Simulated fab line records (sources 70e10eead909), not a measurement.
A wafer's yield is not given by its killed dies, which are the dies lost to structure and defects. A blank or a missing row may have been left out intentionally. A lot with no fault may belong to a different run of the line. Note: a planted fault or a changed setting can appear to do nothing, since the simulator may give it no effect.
The same fault as seen by 2 desks -- flow nand_harc -- each desk has only its own numbers; what lay behind them comes last

THE TOOL OWNER'S DESK: har_cap_etch-03
The tool's own readings at NHARC_A_CONTACT_ETCH_120 (etches the open film in C4F8/O2/Ar, time 94 s, target depth 922 nm): means of the sampled wafers that have a number, for each lot that ran on this tool. Any lot whose mean is over 4 standard deviations away from the usual mean is out of limits and marked OUT; that distance is given in the brackets.
Columns: A = chamber_pressure_mTorr at NHARC_A_CONTACT_ETCH_120, usual 20.001 mTorr; B = oes_air_line_au at NHARC_A_CONTACT_ETCH_120, usual 0.997 a.u.
lot,first seen here,A,B
L399,day 16 18:29,20.018,1.007
L404,day 17 05:53,20.002,1.008
L406,day 18 01:25,19.992,1.014
L409,day 18 17:22,19.997,0.995
L412,day 19 10:08,19.991,1.009
L422,day 22 07:11,19.989,1.016
This desk's verdict: no lot among the 6 shows anything out of limits.

THE METROLOGY DESK
Lot by lot, what the gauges showed, no matter which tool ran the lot: averages of those sampled wafers that carry a number. Any lot whose mean is over 4 standard deviations away from the usual mean is out of limits and marked OUT; that distance is given in the brackets.
Columns: A = overlay_x_nm at NHARC_A_CONTACT_OVL_MEAS_43, usual 0.0 nm; B = overlay_y_nm at NHARC_A_CONTACT_OVL_MEAS_43, usual -0.2 nm
lot,first seen here,A,B
L400,day 16 14:55,-0.8,0.0
L399,day 16 15:32,-0.8,0.4
L403,day 16 18:46,-1.2,-1.9
L402,day 16 18:56,0.7,-0.1
L404,day 17 03:16,-0.2,0.0
L401,day 17 06:43,-0.3,-0.5
L406,day 17 23:07,-2.0,0.4
L409,day 18 15:04,0.6,0.3
L407,day 18 17:12,-0.2,-1.5
L412,day 19 07:51,0.2,0.3
L416,day 20 06:54,0.7,0.0
L419,day 20 22:51,-0.1,-1.8
L420,day 21 12:34,-0.5,-0.3
L422,day 22 04:51,1.9,-0.5
This desk's verdict: no lot among the 14 shows anything out of limits.

BROUGHT TOGETHER
The tool owner's desk saw nothing out of limits.
Nothing out of limits was seen by the metrology desk.

WHAT THE SIMULATOR PUT IN
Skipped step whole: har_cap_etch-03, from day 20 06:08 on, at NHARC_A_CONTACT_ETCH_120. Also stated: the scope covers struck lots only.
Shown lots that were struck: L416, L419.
